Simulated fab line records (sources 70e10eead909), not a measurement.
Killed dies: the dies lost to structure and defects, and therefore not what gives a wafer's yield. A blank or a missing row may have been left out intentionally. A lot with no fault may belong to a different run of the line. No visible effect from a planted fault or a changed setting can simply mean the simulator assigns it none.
Matching of chambers :: flow nand harc :: NHARC_A_WL_FILL_ALD_00 on ald hk-02: 4 sister chambers
The step deposits Al2O3, target thk 3 nm, pulse time 3 s, ald cycles 30. 8 wafers are shown with their chamber, then 8 later ones without.

## WAFERS PAIRED WITH THEIR CHAMBERS
wafer: L263.1
chamber: 3
heater power w (W): 460
precursor pulse height rel: 0.964

wafer: L265.3
chamber: 3
heater power w (W): 485
precursor pulse height rel: 0.984

wafer: L264.3
chamber: 1
heater power w (W): 483
precursor pulse height rel: 0.973

wafer: L264.6
chamber: 0
heater power w (W): 464
precursor pulse height rel: 1.027

wafer: L273.1
chamber: 2
heater power w (W): 402
precursor pulse height rel: 1.016

wafer: L273.3
chamber: 1
heater power w (W): 460
precursor pulse height rel: 0.975

wafer: L273.4
chamber: 0
heater power w (W): 481
precursor pulse height rel: 1.001

wafer: L272.2
chamber: 2
heater power w (W): 412
precursor pulse height rel: 0.998

## WAFERS WITHOUT THEIR CHAMBER
wafer: L272.3
heater power w (W): 482
precursor pulse height rel: 0.974

wafer: L272.4
heater power w (W): 468
precursor pulse height rel: 1.006

wafer: L275.1
heater power w (W): 410
precursor pulse height rel: 1.005

wafer: L275.2
heater power w (W): 474
precursor pulse height rel: 1.010

wafer: L275.5
heater power w (W): 495
precursor pulse height rel: 0.992

wafer: L277.2
heater power w (W): 480
precursor pulse height rel: 0.982

wafer: L277.3
heater power w (W): 480
precursor pulse height rel: 0.991

wafer: L277.4
heater power w (W): 402
precursor pulse height rel: 0.994

## WHICH CHAMBER EACH WENT THROUGH
wafer: L272.3
from the rows above: can't be placed: 3 or 1
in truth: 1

wafer: L272.4
from the rows above: can't be placed: 0 or 1 or 3
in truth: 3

wafer: L275.1
from the rows above: 2
in truth: 2

wafer: L275.2
from the rows above: 0
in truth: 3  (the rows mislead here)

wafer: L275.5
from the rows above: can't be placed: 3 or 1 or 0
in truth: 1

wafer: L277.2
from the rows above: can't be placed: 3 or 1 or 0
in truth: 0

wafer: L277.3
from the rows above: can't be placed: 3 or 1 or 0
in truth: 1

wafer: L277.4
from the rows above: 2
in truth: 2
2 of 8 placed correctly. Can't be placed from these rows: 5 (the true chamber is among the candidates in 5). Number placed wrongly: 1.
How it was worked out, from the rows above alone: a wafer's distance from a chamber is the root of the sum, over the readings, of the square of ((its reading less the chamber's mean) divided by the reading's scatter). If the next closest chamber is less than 2 further off than the closest, the wafer can't be placed; otherwise it belongs to the closest. Each chamber's mean is taken over the wafers shown for it. The scatter: take each reading less its chamber's mean, square it, sum over the shown wafers, divide by the number of wafers less the number of chambers, and take the root.
